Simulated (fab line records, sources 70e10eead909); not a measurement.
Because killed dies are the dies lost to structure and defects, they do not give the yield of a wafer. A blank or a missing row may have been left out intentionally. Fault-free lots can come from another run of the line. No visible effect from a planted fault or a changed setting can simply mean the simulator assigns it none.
The same fault as seen by 3 desks || flow nand_harc || only its own numbers are on each desk; what lay behind them is given at the end

## THE DEFECT DESK
What the inspections along the route counted, lot by lot: means of the sampled wafers that have a number. Marked OUT: a lot whose mean sits more than 4 standard deviations from the usual mean, which makes it out of limits; the brackets give that distance.
Columns: A = raw_defect_count at NHARC_A_M1_INSPECT_11, usual 30
{"lot": "L395", "first seen here": "day 19 21:51", "A": 14}
{"lot": "L394", "first seen here": "day 20 08:47", "A": 46}
{"lot": "L397", "first seen here": "day 20 18:08", "A": 13}
{"lot": "L405", "first seen here": "day 22 20:16", "A": 38}
{"lot": "L404", "first seen here": "day 23 05:01", "A": 47}
{"lot": "L408", "first seen here": "day 24 05:34", "A": 36}
This desk's verdict: no lot among the 6 shows anything out of limits.

## AT THE TOOL OWNER'S DESK: rie_diel-02
The tool's own readings at NHARC_A_M1_ETCH_28 (etches the open film in CF4/N2, target depth 30 nm, time 72.99 s): means of the sampled wafers that have a number, for each lot that ran on this tool. Marked OUT: a lot whose mean sits more than 4 standard deviations from the usual mean, which makes it out of limits; the brackets give that distance.
Columns: A = bias_w at NHARC_A_M1_ETCH_28, usual 99.98 W; B = drypump_motor_current_A at NHARC_A_M1_ETCH_28, usual 5.7 A; C = oes_product_au at NHARC_A_M1_ETCH_28, usual 1.000 a.u.; D = rf_vpp_V at NHARC_A_M1_ETCH_28, usual 314.4 V; E = showerhead_plenum_p_Torr at NHARC_A_M1_ETCH_28, usual 2.64 Torr; F = throttle_valve_pct at NHARC_A_M1_ETCH_28, usual 19.795 %
{"lot": "L395", "first seen here": "day 19 22:32", "A": 99.62, "B": 6.1, "C": 1.011, "D": 314.4, "E": 2.63, "F": 19.795}
{"lot": "L394", "first seen here": "day 20 09:29", "A": 99.79, "B": 5.9, "C": 1.014, "D": 314.9, "E": 2.69, "F": 19.789}
{"lot": "L408", "first seen here": "day 24 06:16", "A": 100.28, "B": 5.6, "C": 0.995, "D": 311.8, "E": 2.52, "F": 19.792}
This desk's verdict: no lot among the 3 shows anything out of limits.

## FROM THE METROLOGY DESK
Means of the sampled wafers that have a number, per lot and without regard to the tool the lot ran on: this is what the gauges read. Marked OUT: a lot whose mean sits more than 4 standard deviations from the usual mean, which makes it out of limits; the brackets give that distance. Shown here are 7 of its 9 readings, the ones lying furthest out on some lot.
Columns: A = cd_nm at NHARC_A_M1_CD_MEAS_09, usual 119.9 nm; B = overlay_x_nm at NHARC_A_M1_OVL_MEAS_10, usual 0.0 nm; C = overlay_y_nm at NHARC_A_M1_OVL_MEAS_10, usual 0.1 nm; D = cd_nm at NHARC_A_M1_CD_MEAS_16, usual 120.1 nm; E = thk_nm at NHARC_A_BONDPAD_THK_MEAS_30, usual 199.7 nm; F = overlay_x_nm at NHARC_A_BONDPAD_OVL_MEAS_35, usual 0 nm; G = overlay_y_nm at NHARC_A_BONDPAD_OVL_MEAS_35, usual 1 nm
{"lot": "L395", "first seen here": "day 19 21:43", "A": 119.5, "B": 0.1, "C": 0.1, "D": 119.5, "E": 198.9, "F": -2, "G": -1}
{"lot": "L394", "first seen here": "day 20 08:40", "A": 119.8, "B": 0.5, "C": 1.2, "D": 120.4, "E": 197.3, "F": 0, "G": -1}
{"lot": "L397", "first seen here": "day 20 18:00", "A": 120.2, "B": 0.7, "C": -0.6, "D": 121.6, "E": 199.4, "F": 8, "G": 3}
{"lot": "L405", "first seen here": "day 22 20:09", "A": 119.6, "B": 0.9, "C": -1.4, "D": 120.1, "E": 200.0, "F": 7, "G": 0}
{"lot": "L404", "first seen here": "day 23 04:53", "A": 120.6, "B": 0.5, "C": 0.9, "D": 120.7, "E": 200.2, "F": -1, "G": 0}
{"lot": "L408", "first seen here": "day 24 05:26", "A": 118.7, "B": -0.6, "C": -1.0, "D": 118.8, "E": 202.6, "F": 13, "G": 7}
This desk's verdict: no lot among the 6 shows anything out of limits.

## ALL TOGETHER
Nothing the defect desk looked at was out of limits.
Nothing out of limits was seen by the tool owner's desk.
Nothing out of limits was seen by the metrology desk.

## WHAT HAD BEEN PUT IN BY THE SIMULATOR
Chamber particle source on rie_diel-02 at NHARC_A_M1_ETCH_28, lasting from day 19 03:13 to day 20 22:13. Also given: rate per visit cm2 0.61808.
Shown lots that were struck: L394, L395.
